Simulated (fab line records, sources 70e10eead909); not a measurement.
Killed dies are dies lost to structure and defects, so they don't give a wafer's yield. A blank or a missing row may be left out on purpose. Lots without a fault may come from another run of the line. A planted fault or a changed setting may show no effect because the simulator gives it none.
Chamber matching | flow nand_harc | NHARC_A_CHANNEL_FILL_D2_ALD_14 on ald_hk-02: 4 sister chambers
The step deposits SiO2, target thk 2.5 nm, pulse time 10 s, ald cycles 25. 14 wafers are shown with their chamber, then 7 later ones without.

WAFERS WITH THEIR CHAMBER
wafer  | chamber | heater_power_w (W) | precursor_pulse_height_rel
L075.2 | 0       | 581                | 1.009
L075.3 | 1       | 518                | 1.026
L075.5 | 2       | 452                | 0.975
L075.1 | 2       | 453                | 0.999
L075.4 | 3       | 518                | 0.984
L075.6 | 1       | 511                | 0.980
L078.2 | 1       | 514                | 0.987
L078.4 | 0       | 577                | 1.015
L078.5 | 0       | 572                | 0.988
L090.1 | 0       | 535                | 0.991
L090.3 | 1       | 488                | 0.992
L090.4 | 3       | 511                | 0.963
L092.1 | 3       | 508                | 1.015
L092.2 | 0       | 531                | 0.988

SIGNATURES (means of the wafers above)
reading                    | chamber 0 | chamber 1 | chamber 2 | chamber 3 | scatter within a chamber
heater_power_w             | 559.20    | 507.75    | 452.50    | 512.33    | 17.1
precursor_pulse_height_rel | 0.99820   | 0.99625   | 0.98700   | 0.98733   | 0.0189
Rule: a wafer's distance from a chamber is the root of the sum, over the readings, of the square of ((its reading less the chamber's mean) divided by the reading's scatter). The wafer belongs to the nearest chamber; if the next one is less than 2 further off, it can't be placed. The scatter: the root of (the sum of the squares of (reading less its chamber's mean) over the shown wafers, divided by (wafers less chambers)).

WAFERS WITHOUT THEIR CHAMBER
wafer  | heater_power_w (W) | precursor_pulse_height_rel
L092.4 | 457                | 0.998
L097.2 | 505                | 0.995
L097.3 | 535                | 1.041
L097.4 | 527                | 1.019
L097.1 | 457                | 1.023
L097.5 | 450                | 0.981
L097.6 | 490                | 0.970

WHICH CHAMBER EACH WENT THROUGH
wafer  | from the rows above          | in truth
L092.4 | 2                            | 2
L097.2 | can't be placed: 1 or 3      | 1
L097.3 | can't be placed: 0 or 1 or 3 | 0
L097.4 | can't be placed: 1 or 3 or 0 | 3
L097.1 | can't be placed: 2 or 1 or 3 | 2
L097.5 | 2                            | 2
L097.6 | can't be placed: 3 or 1 or 2 | 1
Placed correctly: 2 of 7. Can't be placed from these rows: 5 (the true chamber is among the candidates in 5). Placed wrongly: 0.
